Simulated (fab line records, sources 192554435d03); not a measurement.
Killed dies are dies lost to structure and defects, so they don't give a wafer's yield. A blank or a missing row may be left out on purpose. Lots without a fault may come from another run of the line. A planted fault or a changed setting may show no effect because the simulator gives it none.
Which tool did it? | flow n5_finfet | 12 lots, 36 wafers sampled, at 1 step of a route of 1938

WHAT THE GAUGES READ, wafer by wafer
N5_BEOL_M11_OVL_MEAS_12.
lot  | measured     | on         | M11_OVL (nm)
L077 | day 10 13:35 | overlay-02 | 0.6 0.6 0.5
L076 | day 10 18:03 | overlay-02 | 0.5 -1.3 -1.5
L078 | day 11 15:11 | overlay-01 | 0.1 0.8 0.1
L081 | day 12 00:23 | overlay-02 | -1.0 -0.4 -0.6
L082 | day 12 05:13 | overlay-01 | 1.3 0.2 0.2
L085 | day 12 21:38 | overlay-01 | -1.2 -1.0 -1.0
L087 | day 13 13:35 | overlay-02 | -1.0 -2.0 -0.7
L090 | day 13 22:19 | overlay-02 | 0.1 -0.3 -0.8
L089 | day 14 06:47 | overlay-01 | -0.8 0.0 -1.0
L093 | day 15 06:05 | overlay-01 | 0.2 -0.1 0.0
L094 | day 15 09:49 | overlay-02 | -1.0 -1.3 0.1
L097 | day 16 00:40 | overlay-01 | 0.3 -0.1 -1.0

WHICH TOOL RAN EACH LOT (tool, then ch and the chambers of the sampled wafers, then the start)
The record holds no process step before these readings.

THE ANSWER, worked out from the rows above alone
Rule: what is usual is taken from the lots themselves. Put in order of their means at a reading, lots are off if they are a third of the lots or fewer, leave a main group of 4 or more, and stand apart from it by a gap of 3 or more times the standard deviation of the main group's means; of several such gaps the widest counts. A main group whose means are all the same, to the digits that the tables above print for the reading, isn't used. A lot without any number at a reading at which 4 lots or more have one is off too. The other lots that the step has rows for count as sound.
No lot is off at any reading shown: from this, nothing can be told.

WHAT THE SIMULATOR HAD PUT IN
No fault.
